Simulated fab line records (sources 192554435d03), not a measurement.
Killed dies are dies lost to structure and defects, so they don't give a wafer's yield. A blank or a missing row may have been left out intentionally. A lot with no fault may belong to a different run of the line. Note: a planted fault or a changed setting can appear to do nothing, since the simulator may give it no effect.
fab line records	flow n5Finfet	part 1 of 2: steps 1 to 4 of 6
[record] lots = 23	wafers = 69	lastDay = 17
route steps=1938 shown BEOL_M12@1616 BEOL_M13@1660
lots that met no fault: taken from a fault-free run of the same line
startH: hours from the record's opening day to when the first of the lot's shown wafers began	waitH: hours elapsed since this lot's preceding step	" the same as in the row above	L1.1+2: a row that stands for several wafers	- value missing, or start not given	* or withheld: withheld	< > ~ a bound
route shown NAME@n: a module of which the file shows steps, and the number in the route of the first	usual: mean/standard deviation of fault-free wafers	same: alike in all rows	chamber/n: place in a boat	sites: the reading at each site	_std_site: how widely they spread, as a standard deviation	_edge_site: outer sites' mean less inner sites'	radiusMm: how far each site lies from the wafer's centre	mask NAME#n: copy n	behind: the tool/chamber that last shaped the wafer	hold: why the lot was held/for how many hours/how that ended	device: whichever transistor did not switch (one of n, p or np)	end of line: tests run on the same wafers once the route is complete	a step without rows: its recipe alone	killed: not the wafer's yield, but the dies lost to structure and defects at the first sort	map: the dies of a wafer, with x for killed, . for not killed, _ for no die there
set.NAME: the setting as run; set.NAME@STEP: as run at that earlier step	model.NAME: the simulator's own value behind a step, which no gauge read
one table for each step of the route and one row for each wafer, over a sample of lots
services: when a tool's chamber went out of use (startH, in hours from the record's first day, below 0 if earlier), for how many hours, and the reason
[[steps]]
[step N5_BEOL_M12_ETCH_59]
[recipe] chemistry = N2/H2	target = BARC	targetDepthA = 890	overetchA = 267	timeS = 67.9	ionEnergyEv = 200	pressureMtorr = 30	sourceW = 840	biasW = 150	n2FlowSccm = 200	h2FlowSccm = 200
[usual] drypumpMotorCurrentA = 5.9/0.41	oesProductAu = 0.70/0.064	rfFwdPowerW = 834/3.2	rfVppV = 524.0/1.9	showerheadPlenumPTorr = 2.55/0.058	throttleValvePct = 17.9/0.31
lot.wafer	tool	chamber	startH	waitH	drypumpMotorCurrentA	oesProductAu	rfFwdPowerW	rfHoursCounterH	rfVppV	showerheadPlenumPTorr	throttleValvePct
L074.1	rieDiel-04	0	225.84	0.0	5.9	0.76	833	36	524.3	2.59	17.4
L074.2	"	1	"	"	6.6	0.70	833	79	521.5	2.47	17.8
L074.3	"	3	"	"	5.2	0.59	837	250	521.9	2.51	18.5
L075.2	rieDiel-01	0	231.30	0.0	5.9	0.60	836	232	519.9	2.40	18.2
L075.3	"	2	"	"	6.5	0.78	831	21	524.6	2.58	17.4
L075.6	"	0	"	"	5.9	0.61	833	-	519.1	2.40	18.3
L077.1	rieDiel-02	3	243.05	0.0	5.6	0.60	829	241	526.0	2.59	17.9
L077.2	"	0	"	"	5.9	0.63	830	186	521.9	2.54	18.2
L077.5	"	3	"	"	5.7	0.59	830	-	526.3	2.59	17.9
L078.2	rieDiel-04	2	246.83	0.0	5.4	0.82	838	6	526.8	2.61	17.8
L078.4	"	2	"	"	5.4	0.82	836	-	525.5	2.61	17.8
L078.6	"	1	"	"	6.6	0.69	833	-	520.8	2.46	17.9
L079.1	rieDiel-02	1	253.02	0.0	6.3	0.70	840	64	524.6	2.57	17.9
L079.2	"	3	"	"	5.6	0.60	831	246	524.9	2.59	17.9
L079.4	"	0	"	"	5.9	0.62	831	-	522.5	2.54	18.2
L080.2	rieDiel-02	3	258.48	0.0	5.6	0.59	835	248	524.2	2.59	17.9
L080.3	"	1	"	"	6.3	0.70	837	66	524.0	2.57	17.9
L080.6	"	1	"	"	6.2	0.70	837	-	527.2	2.57	17.9
L082.2	rieDiel-04	3	271.57	0.0	5.2	0.80	839	8	522.6	2.50	18.1
L082.3	"	1	"	"	6.6	0.68	837	98	522.5	2.46	17.9
L082.6	"	0	"	"	5.9	0.72	838	-	525.4	2.59	17.4
L083.3	rieDiel-02	1	276.07	0.0	6.3	0.69	835	73	524.6	2.57	17.9
L083.4	"	1	"	"	6.3	0.69	833	-	525.7	2.57	17.9
L083.5	"	0	"	"	5.9	0.61	835	-	521.8	2.54	18.3
L081.1	rieDiel-01	1	278.67	0.0	5.8	0.75	832	50	525.2	2.60	17.9
L081.3	"	2	"	"	6.4	0.75	828	38	525.6	2.58	17.5
L081.6	"	2	"	"	6.5	0.75	826	-	524.9	2.58	17.5
L084.1	rieDiel-01	0	286.40	0.0	5.9	0.60	834	253	520.6	2.39	18.3
L084.2	"	2	"	"	6.4	0.75	831	42	526.4	2.58	17.5
L084.4	"	0	"	"	6.0	0.59	835	-	518.3	2.39	18.3
L086.2	rieDiel-01	3	287.26	0.0	5.6	0.65	835	162	524.3	2.55	18.4
L086.3	"	1	"	"	5.8	0.75	834	54	524.6	2.60	17.9
L086.4	"	2	"	"	6.5	0.75	833	-	525.5	2.58	17.5
L085.1	rieDiel-04	1	302.30	0.0	6.6	0.67	837	110	522.2	2.45	17.9
L085.4	"	0	"	"	5.9	0.71	834	68	524.6	2.58	17.5
L085.5	"	0	"	"	5.9	0.71	832	-	521.5	2.58	17.4
L087.4	rieDiel-01	2	303.22	0.0	6.5	0.74	830	-	524.6	2.57	17.5
L087.5	"	3	"	"	5.6	0.64	830	-	523.5	2.55	18.4
L087.6	"	1	"	"	5.8	0.73	834	-	525.3	2.59	17.9
L088.2	rieDiel-04	1	306.38	0.0	6.6	0.67	835	112	521.4	2.45	17.9
L088.4	"	0	"	"	5.9	0.72	840	70	524.7	2.58	17.5
L088.6	"	0	"	"	5.9	0.71	836	-	524.5	2.58	17.5
L089.2	rieDiel-01	3	309.06	0.0	5.6	0.65	835	173	522.4	2.55	18.4
L089.3	"	2	"	"	6.4	0.74	830	53	526.0	2.57	17.5
L089.6	"	1	"	"	5.8	0.74	835	-	523.6	2.59	17.9
L090.4	rieDiel-01	1	327.54	0.0	5.8	0.72	830	72	525.4	2.59	17.9
L090.5	"	3	"	"	5.6	0.64	838	-	523.7	2.54	18.4
L090.6	"	2	"	"	6.5	0.72	829	-	524.1	2.57	17.5
L091.1	rieDiel-04	2	333.30	0.0	5.4	0.76	837	33	524.5	2.60	17.9
L091.4	"	1	"	"	6.6	0.67	837	120	520.0	2.45	17.9
L091.5	"	3	"	"	5.2	0.76	837	-	522.8	2.49	18.2
L092.1	rieDiel-02	1	338.18	0.0	6.3	0.67	834	96	524.0	2.56	18.0
L092.2	"	0	"	"	5.9	0.60	830	223	522.9	2.53	18.3
L092.4	"	2	"	"	6.0	0.64	837	146	523.7	2.54	17.7
L093.1	rieDiel-01	0	342.96	0.0	5.9	0.79	836	11	530.4	2.70	17.9
L093.3	"	2	"	"	6.5	0.73	832	64	524.7	2.57	17.5
L093.4	"	3	"	"	5.6	0.64	831	184	522.9	2.54	18.4
L094.4	rieDiel-02	3	350.76	0.0	5.6	0.78	839	22	524.8	2.58	17.5
L094.5	"	0	"	"	5.9	0.59	829	-	524.5	2.53	18.3
L094.6	"	3	"	"	5.6	0.78	834	-	526.2	2.58	17.5
L095.2	rieDiel-02	0	351.60	0.0	5.9	0.60	828	228	522.3	2.52	18.3
L095.3	"	1	"	"	6.3	0.67	832	99	524.4	2.56	18.0
L095.5	"	1	"	"	6.3	0.68	830	-	523.9	2.56	18.0
L097.3	rieDiel-04	1	363.20	0.0	6.6	0.65	837	130	522.2	2.45	17.9
L097.4	"	2	"	"	5.4	0.74	834	43	524.8	2.59	17.9
L097.6	"	1	"	"	6.6	0.66	834	-	520.7	2.45	17.9
L096.1	rieDiel-04	0	367.14	0.0	5.9	0.69	833	92	525.0	2.57	17.5
L096.2	"	1	"	"	6.6	0.66	835	132	521.2	2.44	17.9
L096.3	"	3	"	"	5.2	0.73	834	45	522.2	2.49	18.2
[step N5_BEOL_M12_CMP_49]
[recipe] stopOn = SiOC	tOverpolishS = 20.6	downForcePsi = 1	platenRpm = 50	clearingPlatenDownForcePsi = 1.5	clearingPlatenRpm = 50	postCmpClean = cuAlkaline	targetThkNm = 320	clearingPlatenPadVelocityMS = 0.99484	padVelocityMS = 0.99484
[usual] barrierFieldEndpointS = 30.1/0.73	motorCurrentA = 5.7/0.48	overpolishRunS = 20.599/0.0084
lot.wafer	tool	chamber	startH	waitH	barrierFieldEndpointS	motorCurrentA	overpolishRunS
L074.2	cmp-01	1	230.87	0.2	31.1	5.0	20.606
L074.3	"	2	"	"	31.9	5.0	20.600
L074.1	"	3	"	"	30.7	5.7	20.591
L075.2	cmp-03	2	234.67	0.2	29.9	6.2	20.608
L075.3	"	3	"	"	31.2	5.4	20.588
L075.6	"	2	"	"	31.3	6.4	20.597
L077.2	cmp-01	1	246.23	0.2	30.3	4.8	20.583
L077.1	"	3	"	"	29.7	5.9	20.586
L077.5	"	1	"	"	31.4	4.9	20.607
L078.2	cmp-03	3	249.63	0.2	30.4	5.3	20.602
L078.4	"	0	"	"	30.3	5.8	20.603
L078.6	"	3	"	"	29.5	5.5	20.610
L079.4	cmp-04	0	263.44	0.1	30.1	6.3	20.596
L079.1	"	1	"	"	30.2	5.4	20.602
L079.2	"	3	"	"	30.2	5.6	20.598
L080.3	cmp-04	3	263.85	0.2	30.2	5.5	20.601
L080.2	"	0	"	"	30.5	6.1	20.597
L080.6	"	0	"	"	30.6	6.7	20.604
L082.2	cmp-03	0	275.93	0.2	30.1	6.2	20.594
L082.3	"	3	"	"	31.4	5.4	20.600
L082.6	"	1	"	"	31.0	6.0	20.598
L083.4	cmp-03	0	278.86	0.2	29.0	5.7	20.601
L083.3	"	1	"	"	29.4	6.2	20.599
L083.5	"	3	"	"	28.9	5.9	20.591
L081.1	cmp-03	3	282.69	0.3	31.2	5.6	20.598
L081.3	"	1	"	"	31.1	6.0	20.609
L081.6	"	3	"	"	31.2	5.6	20.608
L084.4	cmp-01	0	293.05	0.1	30.1	5.0	20.602
L084.2	"	2	"	"	31.1	5.0	20.602
L084.1	"	3	"	"	29.7	5.9	20.577
L086.2	cmp-04	1	295.09	0.2	30.2	5.6	20.585
L086.3	"	3	"	"	29.9	5.7	20.597
L086.4	"	0	"	"	29.9	6.4	20.595
L085.1	cmp-03	0	306.20	0.3	29.7	6.0	20.597
L085.4	"	2	"	"	29.9	6.2	20.599
L085.5	"	3	"	"	30.5	5.4	20.597
L087.4	cmp-03	2	306.56	0.2	28.6	6.5	20.601
L087.5	"	3	"	"	28.8	5.6	20.607
L087.6	"	0	"	"	28.6	5.9	20.604
L088.4	cmp-01	1	310.47	0.2	29.7	5.1	20.582
L088.2	"	2	"	"	29.6	5.2	20.601
L088.6	"	1	"	"	30.5	4.7	20.608
L089.2	cmp-01	1	313.29	0.2	31.0	4.9	20.607
L089.3	"	3	"	"	29.7	5.7	20.590
L089.6	"	0	"	"	29.9	5.2	20.598
L090.4	cmp-04	1	332.34	0.2	30.4	5.5	20.593
L090.6	"	0	"	"	29.6	6.5	20.594
L090.5	"	1	"	"	29.5	5.5	20.582
L091.4	cmp-03	3	336.29	0.2	29.6	5.3	20.579
L091.1	"	1	"	"	29.9	6.0	20.594
L091.5	"	3	"	"	28.8	5.7	20.587
L092.1	cmp-03	3	342.33	0.3	30.3	5.8	20.588
L092.4	"	0	"	"	30.1	5.9	20.592
L092.2	"	1	"	"	30.2	6.0	20.593
L093.1	cmp-01	0	348.65	0.3	29.4	5.4	20.614
L093.4	"	2	"	"	28.9	5.3	20.592
L093.3	"	3	"	"	29.8	5.8	20.614
L094.4	cmp-04	1	354.36	0.2	29.6	5.9	20.585
L094.5	"	0	"	"	31.3	6.0	20.608
L094.6	"	1	"	"	29.6	5.6	20.607
L095.3	cmp-04	3	354.90	0.2	30.8	5.7	20.598
L095.2	"	0	"	"	30.3	6.5	20.604
L095.5	"	3	"	"	30.0	5.7	20.604
L097.4	cmp-03	1	368.61	0.2	30.2	6.0	20.598
L097.3	"	2	"	"	29.4	6.8	20.595
L097.6	"	3	"	"	31.0	5.3	20.610
L096.3	cmp-04	1	376.98	0.2	30.2	5.6	20.600
L096.2	"	2	"	"	30.2	6.1	20.569
L096.1	"	3	"	"	30.3	5.5	20.601
[step N5_BEOL_M13_THK_MEAS_01]
[recipe] reads = SiOC_of_BEOL_M13_ILD_DEP_00
[usual] M13_ILD_THK = 839/12
lot.wafer	tool	chamber	startH	waitH	M13_ILD_THK[nm]
L074.1	filmMetro-02	-	231.47	0.1	836
L074.2	"	-	"	"	841
L074.3	"	-	"	"	848
L075.2	filmMetro-02	-	235.33	0.1	826
L075.3	"	-	"	"	837
L075.6	"	-	"	"	845
L077.1	filmMetro-02	-	246.89	0.1	839
L077.2	"	-	"	"	845
L077.5	"	-	"	"	861
L078.2	filmMetro-02	-	250.27	0.1	830
L078.4	"	-	"	"	848
L078.6	"	-	"	"	838
L079.1	filmMetro-02	-	264.13	0.1	847
L079.2	"	-	"	"	850
L079.4	"	-	"	"	842
L080.2	filmMetro-02	-	264.48	0.1	833
L080.3	"	-	"	"	848
L080.6	"	-	"	"	838
L082.2	filmMetro-01	-	278.25	1.8	838
L082.3	"	-	"	"	859
L082.6	"	-	"	"	846
L083.3	filmMetro-01	-	279.46	0.1	828
L083.4	"	-	"	"	834
L083.5	"	-	"	"	830
L081.1	filmMetro-01	-	283.33	0.1	825
L081.3	"	-	"	"	845
L081.6	"	-	"	"	848
L084.1	filmMetro-02	-	293.68	0.1	812
L084.2	"	-	"	"	828
L084.4	"	-	"	"	824
L086.2	filmMetro-02	-	295.73	0.1	829
L086.3	"	-	"	"	844
L086.4	"	-	"	"	853
L085.1	filmMetro-02	-	306.79	0.1	843
L085.4	"	-	"	"	847
L085.5	"	-	"	"	857
L087.4	filmMetro-01	-	307.08	0.0	849
L087.5	"	-	"	"	850
L087.6	"	-	"	"	847
L088.2	filmMetro-01	-	311.06	0.1	829
L088.4	"	-	"	"	859
L088.6	"	-	"	"	838
L089.2	filmMetro-02	-	313.89	0.1	816
L089.3	"	-	"	"	835
L089.6	"	-	"	"	834
L090.4	filmMetro-02	-	332.93	0.0	842
L090.5	"	-	"	"	850
L090.6	"	-	"	"	832
L091.1	filmMetro-01	-	336.88	0.1	833
L091.4	"	-	"	"	836
L091.5	"	-	"	"	860
L092.1	filmMetro-02	-	342.99	0.1	818
L092.2	"	-	"	"	837
L092.4	"	-	"	"	850
L093.1	filmMetro-01	-	349.37	0.2	821
L093.3	"	-	"	"	835
L093.4	"	-	"	"	836
L094.4	filmMetro-01	-	354.96	0.0	852
L094.5	"	-	"	"	859
L094.6	"	-	"	"	857
L095.2	filmMetro-02	-	355.49	0.1	826
L095.3	"	-	"	"	836
L095.5	"	-	"	"	827
L097.3	filmMetro-02	-	369.17	0.1	823
L097.4	"	-	"	"	839
L097.6	"	-	"	"	858
L096.1	filmMetro-01	-	377.58	0.1	839
L096.2	"	-	"	"	827
L096.3	"	-	"	"	815
[step N5_BEOL_M13_INSPECT_12]
[recipe] mode = adi	inspectInstrument = macro
[usual] rawDefectCount = 2.1/1.5
lot.wafer	tool	chamber	startH	waitH	rawDefectCount
L074.1	defectInspect-01	-	231.83	0.0	2
L074.2	"	-	"	"	3
L074.3	"	-	"	"	1
L075.2	defectInspect-02	-	235.81	0.0	3
L075.3	"	-	"	"	5
L075.6	"	-	"	"	1
L077.1	defectInspect-01	-	247.37	0.0	3
L077.2	"	-	"	"	3
L077.5	"	-	"	"	3
L078.2	defectInspect-02	-	250.65	0.0	2
L078.4	"	-	"	"	5
L078.6	"	-	"	"	0
L079.1	defectInspect-02	-	264.49	0.0	2
L079.2	"	-	"	"	2
L079.4	"	-	"	"	3
L080.2	defectInspect-01	-	264.84	0.0	1
L080.3	"	-	"	"	1
L080.6	"	-	"	"	1
L082.2	defectInspect-01	-	278.74	0.0	2
L082.3	"	-	"	"	2
L082.6	"	-	"	"	2
L083.3	defectInspect-01	-	279.94	0.0	0
L083.4	"	-	"	"	2
L083.5	"	-	"	"	3
L081.1	defectInspect-02	-	283.81	0.0	2
L081.3	"	-	"	"	2
L081.6	"	-	"	"	3
L084.1	defectInspect-02	-	294.04	0.0	3
L084.2	"	-	"	"	1
L084.4	"	-	"	"	4
L086.2	defectInspect-02	-	296.09	0.0	1
L086.3	"	-	"	"	4
L086.4	"	-	"	"	3
L085.1	defectInspect-02	-	307.15	0.0	3
L085.4	"	-	"	"	3
L085.5	"	-	"	"	3
L087.4	defectInspect-01	-	307.44	0.0	0
L087.5	"	-	"	"	2
L087.6	"	-	"	"	0
L088.2	defectInspect-02	-	311.42	0.0	2
L088.4	"	-	"	"	2
L088.6	"	-	"	"	3
L089.2	defectInspect-02	-	314.40	0.0	1
L089.3	"	-	"	"	0
L089.6	"	-	"	"	1
L090.4	defectInspect-02	-	333.29	0.0	2
L090.5	"	-	"	"	2
L090.6	"	-	"	"	5
L091.1	defectInspect-02	-	337.24	0.0	5
L091.4	"	-	"	"	2
L091.5	"	-	"	"	3
L092.1	defectInspect-02	-	343.48	0.0	2
L092.2	"	-	"	"	2
L092.4	"	-	"	"	2
L093.1	defectInspect-02	-	349.73	0.0	3
L093.3	"	-	"	"	1
L093.4	"	-	"	"	5
L094.4	defectInspect-02	-	355.31	0.0	3
L094.5	"	-	"	"	1
L094.6	"	-	"	"	2
L095.2	defectInspect-02	-	355.98	0.0	1
L095.3	"	-	"	"	1
L095.5	"	-	"	"	1
L097.3	defectInspect-01	-	369.65	0.0	6
L097.4	"	-	"	"	1
L097.6	"	-	"	"	5
L096.1	defectInspect-01	-	378.06	0.0	0
L096.2	"	-	"	"	1
L096.3	"	-	"	"	3
